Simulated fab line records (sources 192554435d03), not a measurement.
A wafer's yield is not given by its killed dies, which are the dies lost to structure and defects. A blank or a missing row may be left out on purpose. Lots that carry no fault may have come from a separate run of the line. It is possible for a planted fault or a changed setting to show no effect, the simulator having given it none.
What tool caused it? -- flow n5Finfet -- Sampling: 9 lots, 25 wafers, 5 of 1938 route steps

## WHAT THE GAUGES SHOWED, per wafer
N5_BEOL_M4_RC_MEAS_101.
lot,measured,on,DIBL_N (mV/V)
L951,day 8 02:14,prober-02,34.6 38.2 37.1
L952,day 8 04:57,prober-02,34.9 34.1 35.3
L953,day 8 14:56,prober-02,35.3 35.4 36.0
L954,day 9 02:19,prober-02,36.2 37.7 35.9
L960,day 10 18:28,prober-02,33.1 35.3 33.2
L965,day 11 12:03,prober-01,36.9 37.7 36.5
L967,day 12 05:38,prober-01,39.0 37.4
L971,day 12 22:47,prober-02,38.5 37.6
L974,day 13 23:38,prober-02,35.6 34.9 33.5

## EACH LOT AND THE TOOL THAT RAN IT (in order: tool; ch and the chambers of the sampled wafers; start)
lot,N5_BEOL_M2_STRIP_66,N5_BEOL_M2_DESCUM_33,N5_BEOL_M2_ETCH_69,N5_BEOL_M2_ETCHBACK_99
L951,"rieDiel-06 ch 0,1,3, day 6 15:56","rieDiel-06 ch 0,3, day 6 16:53","rieDiel-06 ch 0,3, day 6 16:56","rieDiel-02 ch 0,1,3, day 6 20:07"
L952,"rieDiel-02 ch 0,1, day 6 21:04","rieDiel-06 ch 0,1,3, day 6 21:52","rieDiel-06 ch 0,1,3, day 6 21:55","rieDiel-02 ch 0,1,2, day 6 23:35"
L953,"rieDiel-05 ch 0,2,3, day 7 05:19","rieDiel-05 ch 0,1,3, day 7 06:21","rieDiel-05 ch 0,1,3, day 7 06:24","rieDiel-06 ch 1,2,3, day 7 10:19"
L954,"rieDiel-05 ch 1,3, day 7 08:43","rieDiel-06 ch 0,1,2, day 7 09:23","rieDiel-06 ch 0,1,2, day 7 09:26","rieDiel-02 ch 1,3, day 7 13:26"
L960,"rieDiel-02 ch 0,3, day 9 06:20","rieDiel-06 ch 0,1,3, day 9 07:00","rieDiel-06 ch 0,1,3, day 9 07:03","rieDiel-06 ch 1,2,3, day 9 09:28"
L965,"rieDiel-05 ch 0,2,3, day 10 03:41","rieDiel-06 ch 1,2,3, day 10 04:33","rieDiel-06 ch 1,2,3, day 10 04:36","rieDiel-05 ch 1,2,3, day 10 06:49"
L967,"rieDiel-02 ch 0,2, day 10 14:28","rieDiel-06 ch 2, day 10 15:24","rieDiel-06 ch 2, day 10 15:27","rieDiel-05 ch 3, day 10 21:16"
L971,"rieDiel-02 ch 0,3, day 11 13:32","rieDiel-06 ch 2, day 11 14:22","rieDiel-06 ch 2, day 11 14:25","rieDiel-05 ch 1,2, day 11 20:45"
L974,"rieDiel-02 ch 1,2,3, day 12 11:06","rieDiel-05 ch 0,2,3, day 12 12:05","rieDiel-05 ch 0,2,3, day 12 12:09","rieDiel-06 ch 1,2,3, day 12 15:58"
- N5_BEOL_M2_STRIP_66: strips in CF4.
- N5_BEOL_M2_DESCUM_33: chemistry O2, time 7 s.
- N5_BEOL_M2_ETCH_69: etches SiARC in CF4, target depth 15.6 nm, time 26 s.
- N5_BEOL_M2_ETCHBACK_99: etches SiO2 in CHF3, target depth 5 nm, time 10.4 s.

## THE ANSWER, worked out from the rows above alone
Rule: the usual values come from the lots themselves. Put in order of their means at a reading, lots are off if they are a third of the lots or fewer, leave a main group of 4 or more, and stand apart from it by a gap of 3 or more times the standard deviation of the main group's means; of several such gaps the widest counts. The tables above print the reading to a certain number of digits; a main group whose means all agree to those digits is not used. A lot without any number at a reading at which 4 lots or more have one is off too. The other lots that the step has rows for count as sound.
Across all readings shown, no lot is off: no conclusion can be drawn from this.

## WHAT THE SIMULATOR HAD PUT IN
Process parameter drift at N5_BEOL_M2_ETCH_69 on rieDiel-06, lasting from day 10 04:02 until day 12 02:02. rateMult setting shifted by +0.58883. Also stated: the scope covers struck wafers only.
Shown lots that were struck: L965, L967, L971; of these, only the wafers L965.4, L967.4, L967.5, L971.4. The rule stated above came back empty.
